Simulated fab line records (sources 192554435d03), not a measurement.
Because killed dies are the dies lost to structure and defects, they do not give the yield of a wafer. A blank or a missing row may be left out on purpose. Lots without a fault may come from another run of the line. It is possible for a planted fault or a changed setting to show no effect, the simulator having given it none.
Matching of chambers / flow n5_finfet / N5_FIN_SAQP_STRIP_55 on rie_diel-06 has 4 sister chambers
The step strips in N2/H2. 4 wafers are shown with their chamber, then 12 later ones without.

## WAFERS PAIRED WITH THEIR CHAMBERS
wafer=L088.1; chamber=2; drypump_motor_current_A (A)=6.3
wafer=L088.3; chamber=1; drypump_motor_current_A (A)=6.6
wafer=L088.5; chamber=0; drypump_motor_current_A (A)=5.7
wafer=L088.6; chamber=3; drypump_motor_current_A (A)=5.4

## WAFERS WITH NO CHAMBER GIVEN
wafer=L089.1; drypump_motor_current_A (A)=5.8
wafer=L089.5; drypump_motor_current_A (A)=5.4
wafer=L089.6; drypump_motor_current_A (A)=6.3
wafer=L090.1; drypump_motor_current_A (A)=6.6
wafer=L090.3; drypump_motor_current_A (A)=5.7
wafer=L090.5; drypump_motor_current_A (A)=5.4
wafer=L091.3; drypump_motor_current_A (A)=6.3
wafer=L091.4; drypump_motor_current_A (A)=5.4
wafer=L091.6; drypump_motor_current_A (A)=5.4
wafer=L096.1; drypump_motor_current_A (A)=6.3
wafer=L096.5; drypump_motor_current_A (A)=5.7
wafer=L096.6; drypump_motor_current_A (A)=6.6

## WHICH CHAMBER EACH WENT THROUGH
wafer=L089.1; from the rows above=0; in truth=0
wafer=L089.5; from the rows above=3; in truth=3
wafer=L089.6; from the rows above=2; in truth=2
wafer=L090.1; from the rows above=1; in truth=1
wafer=L090.3; from the rows above=0; in truth=0
wafer=L090.5; from the rows above=3; in truth=3
wafer=L091.3; from the rows above=2; in truth=2
wafer=L091.4; from the rows above=3; in truth=3
wafer=L091.6; from the rows above=3; in truth=3
wafer=L096.1; from the rows above=2; in truth=2
wafer=L096.5; from the rows above=0; in truth=0
wafer=L096.6; from the rows above=1; in truth=1
12 of 12 placed correctly. Can't be placed from these rows: 0. Placed wrongly: 0.
How it was worked out, from the rows above alone: a wafer's distance from a chamber is the root of the sum, over the readings, of the square of ((its reading less the chamber's mean) divided by the reading's scatter). The wafer belongs to the nearest chamber; if the next one is less than 2 further off, it can't be placed. A chamber's mean is the mean of its shown wafers. The scatter: root of mean squared gap, hidden wafer to nearest shown wafer, with one shown wafer a chamber.
